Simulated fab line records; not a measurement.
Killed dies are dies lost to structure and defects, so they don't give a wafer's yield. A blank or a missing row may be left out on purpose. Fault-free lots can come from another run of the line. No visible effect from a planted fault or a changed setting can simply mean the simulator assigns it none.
Matching of chambers -- flow n5-finfet -- uv-cure-01 running N5_BEOL_M5_CURE_79: 3 sister chambers
The step cures SiCOH lowk, time 240 s. 20 wafers are shown with their chamber, then 10 later ones without.

## WAFERS WITH THEIR CHAMBER
wafer,chamber,wafer_temp_C_max,lamp-power-pct (%)
L074.2,1,385.8,52.31
L074.5,1,386.1,52.25
L074.6,1,385.9,52.28
L076.1,2,386.1,52.22
L076.4,2,386.0,52.29
L076.5,2,386.0,52.25
L085.1,2,385.7,52.21
L085.2,2,386.2,52.25
L085.4,2,385.9,52.30
L088.3,2,386.8,52.25
L088.4,2,385.9,52.36
L088.6,2,386.5,52.29
L090.1,0,386.9,52.33
L090.2,0,388.1,52.32
L090.5,0,387.5,52.41
L092.2,0,388.0,52.33
L092.3,0,387.7,52.27
L092.6,0,386.6,52.32
L093.1,0,387.3,52.25
L093.2,0,387.6,52.31

SIGNATURES (means of the wafers above)
reading,chamber 0,chamber 1,chamber 2,scatter within a chamber
wafer_temp_C_max,387.462,385.933,386.122,0.407
lamp-power-pct,52.3175,52.2800,52.2689,0.0451
Rule: distance of a wafer from a chamber = root of the sum over the readings of ((wafer's reading minus chamber's mean) / reading's scatter) squared. The wafer belongs to the nearest chamber; if the next one is less than 2 further off, it can't be placed. The scatter: the root of (the sum of the squares of (reading less its chamber's mean) over the shown wafers, divided by (wafers less chambers)).

## WAFERS MISSING THEIR CHAMBER
wafer,wafer_temp_C_max,lamp-power-pct (%)
L093.5,387.7,52.41
L094.1,386.2,52.21
L094.4,386.1,52.26
L094.6,386.5,52.26
L095.2,386.0,52.35
L095.4,385.9,52.30
L095.5,386.2,52.23
L096.1,386.5,52.36
L096.4,385.6,52.24
L096.5,386.3,52.34

## WHICH CHAMBER EACH ONE RAN IN
wafer,from the rows above,in truth
L093.5,0,0
L094.1,can't be placed: 2 or 1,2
L094.4,can't be placed: 2 or 1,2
L094.6,can't be placed: 2 or 1 or 0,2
L095.2,can't be placed: 1 or 2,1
L095.4,can't be placed: 1 or 2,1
L095.5,can't be placed: 2 or 1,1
L096.1,can't be placed: 2 or 1 or 0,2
L096.4,can't be placed: 1 or 2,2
L096.5,can't be placed: 1 or 2 or 0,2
1 of 10 placed correctly. Can't be placed from these rows: 9 (the true chamber is among the candidates in 9). 0 placed wrongly.
